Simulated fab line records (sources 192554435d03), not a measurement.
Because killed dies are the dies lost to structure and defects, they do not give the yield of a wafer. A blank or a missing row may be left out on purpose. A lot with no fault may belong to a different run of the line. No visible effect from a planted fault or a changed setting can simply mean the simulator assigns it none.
Matching of chambers	flow n5 finfet	N5_BEOL_M0_SAQP_ETCH_102 on rie si-05 has 4 sister chambers
The step etches SiO2 in CF4, target depth 4 nm, time 4.4 s. 4 wafers are shown with their chamber, then 9 later ones without.

## EACH WAFER AND ITS CHAMBER
wafer	chamber	throttle valve pct (%)
L089.3	3	21.77
L090.2	2	22.00
L090.3	1	22.07
L090.4	0	21.66

## WAFERS WITH NO CHAMBER GIVEN
wafer	throttle valve pct (%)
L091.1	22.08
L091.3	21.64
L091.6	22.08
L092.2	22.06
L092.5	22.08
L092.6	21.68
L096.4	22.01
L096.5	22.02
L096.6	21.79

## THE CHAMBER EACH PASSED THROUGH
wafer	from the rows above	in truth
L091.1	1	1
L091.3	0	0
L091.6	1	1
L092.2	1	1
L092.5	1	1
L092.6	0	0
L096.4	2	2
L096.5	can't be placed: 2 or 1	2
L096.6	3	3
Correctly placed: 8 of 9. Can't be placed from these rows: 1 (the true chamber is among the candidates in 1). Wrongly placed: 0.
How it was worked out, from the rows above alone: a wafer's distance from a chamber is the root of the sum, over the readings, of the square of ((its reading less the chamber's mean) divided by the reading's scatter). If the next closest chamber is less than 2 further off than the closest, the wafer can't be placed; otherwise it belongs to the closest. The mean given for a chamber averages the wafers shown for that chamber. The scatter (one wafer shown for each chamber): square how far every hidden wafer sits from the nearest shown wafer, average those squares and take the square root.
